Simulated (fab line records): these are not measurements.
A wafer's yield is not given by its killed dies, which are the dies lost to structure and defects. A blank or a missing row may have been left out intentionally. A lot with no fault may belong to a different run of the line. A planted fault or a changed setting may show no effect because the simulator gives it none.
Chamber matching	flow nand-harc	3 sister chambers for NHARC_A_DECK1_JOINT_DEP_16 on pecvd-02
The step deposits SiO2, target thk 45 nm. 3 wafers are shown with their chamber, then 7 later ones without.

WAFERS WITH THEIR CHAMBER
wafer	chamber	heater-power-w (W)
L285.1	2	444
L294.3	1	575
L294.5	0	639

WAFERS WITH NO CHAMBER GIVEN
wafer	heater-power-w (W)
L294.6	550
L296.4	450
L296.5	551
L296.6	533
L300.1	558
L300.3	601
L300.4	610

WHICH CHAMBER EACH ONE RAN IN
wafer	from the rows above	in truth
L294.6	1	1
L296.4	2	2
L296.5	1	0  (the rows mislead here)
L296.6	can't be placed: 1 or 2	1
L300.1	1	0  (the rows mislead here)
L300.3	can't be placed: 1 or 0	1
L300.4	can't be placed: 0 or 1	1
Correctly placed: 2 of 7. Not placeable from these rows: 3 (in 3, the candidates include the true chamber). 2 placed wrongly.
How it was worked out, from the rows above alone: a wafer's distance from a chamber is the root of the sum, over the readings, of the square of ((its reading less the chamber's mean) divided by the reading's scatter). If the next closest chamber is less than 2 further off than the closest, the wafer can't be placed; otherwise it belongs to the closest. A chamber's mean is the mean of its shown wafers. The scatter: root of mean squared gap, hidden wafer to nearest shown wafer, with one shown wafer a chamber.
